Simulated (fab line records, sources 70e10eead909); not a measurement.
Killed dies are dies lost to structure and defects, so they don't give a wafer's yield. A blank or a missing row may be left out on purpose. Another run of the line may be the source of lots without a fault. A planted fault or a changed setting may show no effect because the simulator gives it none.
Problem report, 8D (eight disciplines) form, completed by code + flow nand_harc + the parts of the form that need people (team, actions taken, sign-off) are left out

== 1. THE ISSUE ==
Mean of oes_product_au at NHARC_P_ZERO_WELL_ETCH_63: 1.334 a.u. across 6 wafers in 2 lots; on wafers with no fault it is 0.997 a.u. (standard deviation 0.01). Relative to the usual mean, that is a shift of +34 standard deviations.
The step: etches the open film in HBr/Cl2, target depth 120 nm, time 40.1 s.
The first sign was on wafer L999.4 at day 3 23:40, on rie_si-01. The record has a number at this step for 36 wafers belonging to 12 lots. Rule for "out", or "out of limits": more than 4 standard deviations from the usual mean. Any other wafer with a number is counted as sound.

== 2. WHAT IT IS; WHAT IT IS NOT ==
| question                    | is                     | is not                                                                                                        |
|-----------------------------|------------------------|---------------------------------------------------------------------------------------------------------------|
| which readings at this step | oes_product_au         | drypump_motor_current_A, throttle_valve_pct                                                                   |
| which lots                  | L100, L999             | L107, L110, L111, L113, L114, L115, L116, L117, L996, L997                                                    |
| which wafers of those lots  | all that have a number | -                                                                                                             |
| read on which tools         | rie_si-01              | rie_si-02, rie_si-03                                                                                          |
| when                        | from day 3 23:40       | up to then (6 sound wafers); but 24 sound wafers of L107, L110, L111, L113, L114, L115, L116, L117 came after |

== 3. SUSPECTS, AND WHAT RULES EACH OUT ==
Counting: a tool stays on the suspect list if, at a process step up to the reading, it processed all lots that are out and no sound lot following the first of them.
- rie_si-01 at NHARC_P_ZERO_WELL_ETCH_63 (etches the open film in HBr/Cl2, target depth 120 nm, time 40.1 s): ruled out as a lasting fault. Following L999 (day 3 23:40), the first lot on it that is out, the sound lots L107, L113, L114 were run on it.
Left after counting: nothing in the record.

== 4. THE CAUSE (what the simulator had put in) ==
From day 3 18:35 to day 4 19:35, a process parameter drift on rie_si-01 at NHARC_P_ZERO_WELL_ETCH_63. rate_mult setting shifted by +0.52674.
Counting ruled it out, wrongly.

== 5. THE CHAIN OF EFFECTS, in route order ==
Each row: a reading where the mean over the struck wafers with a number is more than 3 standard deviations away from the usual. Scope: only readings with a usual standard deviation given in the record; hours: median across lots of the time from each lot's start at the first step in this table that gives one to its start at this step; sigmas: change in usual standard deviations.
| hours | step                      | reading        | usual      | on struck wafers | change | sigmas |
|-------|---------------------------|----------------|------------|------------------|--------|--------|
| 0     | NHARC_P_ZERO_WELL_ETCH_63 | oes_product_au | 0.997 a.u. | 1.334            | +0.337 | +34    |
The process steps in it:
- NHARC_P_ZERO_WELL_ETCH_63: etches the open film in HBr/Cl2, target depth 120 nm, time 40.1 s.
Later measuring or inspecting steps at which every struck wafer that the step has a row for has a number for every such reading, and none has moved that far: NHARC_P_GATE_CD_MEAS_33, NHARC_P_GATE_CD_MEAS_91.

== 6. HOW IT WOULD HAVE BEEN CAUGHT EARLIER ==
The fault began at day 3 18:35; the first out-of-limits reading in this record came at day 3 23:40, 5 hours later.
